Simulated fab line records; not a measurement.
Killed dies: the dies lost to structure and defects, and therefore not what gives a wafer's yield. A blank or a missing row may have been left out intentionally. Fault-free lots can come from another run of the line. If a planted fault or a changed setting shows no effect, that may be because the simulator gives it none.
Chamber matching ; flow n5_finfet ; 4 sister chambers for N5_BEOL_M0_SAQP_ETCH_101 on rie_diel-05
The step etches SiNx in CH3F/O2, target depth 29.9 nm, time 42.7 s. 14 wafers are shown with their chamber, then 7 later ones without.

WAFERS, EACH WITH ITS CHAMBER
wafer;chamber;drypump_motor_current_A (A);showerhead_plenum_p_Torr (Torr);throttle_valve_pct (%)
L077.2;0;5.9;1.94;16.32
L077.3;2;6.3;2.03;16.74
L077.4;3;4.7;1.99;16.36
L078.2;0;5.8;1.94;16.33
L078.3;3;4.7;1.99;16.37
L078.6;1;5.2;2.00;16.76
L079.1;3;4.7;1.99;16.38
L079.4;0;5.9;1.94;16.33
L079.6;0;5.8;1.94;16.34
L081.1;2;6.3;2.03;16.73
L081.4;1;5.2;2.00;16.78
L081.5;0;5.9;1.94;16.33
L085.3;2;6.3;2.02;16.73
L085.4;0;5.8;1.94;16.35

SIGNATURES, as means of the wafers listed above
reading;chamber 0;chamber 1;chamber 2;chamber 3;scatter within a chamber
drypump_motor_current_A;5.850;5.200;6.300;4.700;0.0387
showerhead_plenum_p_Torr;1.9400;2.0000;2.0267;1.9900;0.00258
throttle_valve_pct;16.3333;16.7700;16.7333;16.3700;0.01
Rule: for a wafer and a chamber, the distance is found by dividing, reading by reading, the gap between the wafer's reading and the chamber's mean by the reading's scatter, squaring, summing and taking the root. If the next closest chamber is less than 2 further off than the closest, the wafer can't be placed; otherwise it belongs to the closest. How the scatter is found: for the shown wafers, subtract from each reading the mean of its chamber, square and add these, divide the total by (wafers less chambers), then take the root.

WAFERS WITH NO CHAMBER GIVEN
wafer;drypump_motor_current_A (A);showerhead_plenum_p_Torr (Torr);throttle_valve_pct (%)
L085.5;6.3;2.02;16.73
L090.1;4.7;1.99;16.40
L090.5;6.3;2.02;16.76
L090.6;5.2;1.99;16.80
L091.1;5.2;1.99;16.80
L091.2;5.8;1.93;16.38
L091.4;6.3;2.02;16.77

WHICH CHAMBER EACH WENT THROUGH
wafer;from the rows above;in truth
L085.5;2;2
L090.1;3;3
L090.5;2;2
L090.6;1;1
L091.1;1;1
L091.2;0;0
L091.4;2;2
7 of 7 placed correctly. Can't be placed from these rows: 0. Placed wrongly: 0.
